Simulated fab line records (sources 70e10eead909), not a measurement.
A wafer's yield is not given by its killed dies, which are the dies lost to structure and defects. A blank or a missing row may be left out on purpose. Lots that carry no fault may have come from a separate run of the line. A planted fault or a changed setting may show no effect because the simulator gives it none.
Matching of chambers -- flow nand-harc -- NHARC_THIN_TSV_ETCH_15 on rie-si-01: 4 sister chambers
The step target depth 3000 nm, bosch target overetch cycles 2, bosch etch step 2.8 s. 8 wafers are shown with their chamber, then 7 later ones without.

== WAFERS, EACH WITH ITS CHAMBER ==
wafer,chamber,drypump-motor-current-A (A),he-backside-leak-sccm (sccm)
L657.2,1,5.8,2.48
L659.1,0,5.8,2.76
L659.2,1,5.8,2.55
L659.5,0,5.7,2.66
L660.3,3,6.4,2.77
L660.6,2,5.1,2.20
L661.1,3,6.4,2.90
L661.2,2,5.1,2.22

== WAFERS MISSING THEIR CHAMBER ==
wafer,drypump-motor-current-A (A),he-backside-leak-sccm (sccm)
L661.5,6.4,2.73
L662.2,5.7,2.73
L662.4,5.8,2.51
L662.6,6.3,2.70
L667.4,5.8,2.46
L667.5,5.1,2.42
L667.6,5.8,2.53

== WHICH CHAMBER EACH ONE RAN IN ==
wafer,from the rows above,in truth
L661.5,3,3
L662.2,0,0
L662.4,1,1
L662.6,3,3
L667.4,1,1
L667.5,2,2
L667.6,1,1
7 of 7 placed correctly. Not placeable from these rows: 0. Number placed wrongly: 0.
How it was worked out, from the rows above alone: a wafer's distance from a chamber is the root of the sum, over the readings, of the square of ((its reading less the chamber's mean) divided by the reading's scatter). The wafer belongs to the nearest chamber; if the next one is less than 2 further off, it can't be placed. The mean given for a chamber averages the wafers shown for that chamber. The scatter is the square root of a quotient: the sum, over the shown wafers, of each reading's squared deviation from its chamber's mean, divided by wafers minus chambers.
